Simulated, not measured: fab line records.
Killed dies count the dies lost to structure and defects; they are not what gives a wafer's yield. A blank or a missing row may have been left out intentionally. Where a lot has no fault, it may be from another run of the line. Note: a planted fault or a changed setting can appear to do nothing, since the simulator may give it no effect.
Matching of chambers	flow n5 finfet	N5_FIN_CUT_CUT_ETCH_15 on rie si-04: 4 sister chambers
The step etches Si in HBr/Cl2/O2, target depth 100 nm, bt time 10 s, time 42.4 s. 8 wafers are shown with their chamber, then 10 later ones without.

## WAFERS, EACH WITH ITS CHAMBER
wafer	chamber	throttle valve pct (%)	oes product au (a.u.)
L077.6	3	37.24	0.986
L082.4	2	37.33	1.003
L082.5	1	37.30	0.987
L086.1	3	37.28	0.985
L086.2	1	37.28	0.990
L086.3	0	37.51	0.984
L089.1	0	37.51	0.983
L089.2	2	37.33	0.987

## WAFERS WITHOUT THEIR CHAMBER
wafer	throttle valve pct (%)	oes product au (a.u.)
L089.5	37.26	0.988
L092.2	37.51	0.987
L092.3	37.34	1.002
L092.5	37.51	0.986
L095.3	37.29	0.992
L095.4	37.52	0.988
L095.5	37.25	0.988
L097.1	37.34	0.985
L097.2	37.51	0.990
L097.3	37.29	0.989

## CHAMBER TAKEN BY EACH
wafer	from the rows above	in truth
L089.5	can't be placed: 3 or 1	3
L092.2	0	0
L092.3	2	2
L092.5	0	0
L095.3	can't be placed: 1 or 3 or 2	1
L095.4	0	0
L095.5	can't be placed: 3 or 1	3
L097.1	can't be placed: 2 or 1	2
L097.2	0	0
L097.3	can't be placed: 1 or 3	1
5 of 10 placed correctly. From these rows, 5 cannot be placed; in 5 the true chamber is one of the candidates. Placed wrongly: 0.
How it was worked out, from the rows above alone: a wafer's distance from a chamber is the root of the sum, over the readings, of the square of ((its reading less the chamber's mean) divided by the reading's scatter). The wafer belongs to the nearest chamber; if the next one is less than 2 further off, it can't be placed. A chamber's mean is the mean of its shown wafers. The scatter: the root of (the sum of the squares of (reading less its chamber's mean) over the shown wafers, divided by (wafers less chambers)).
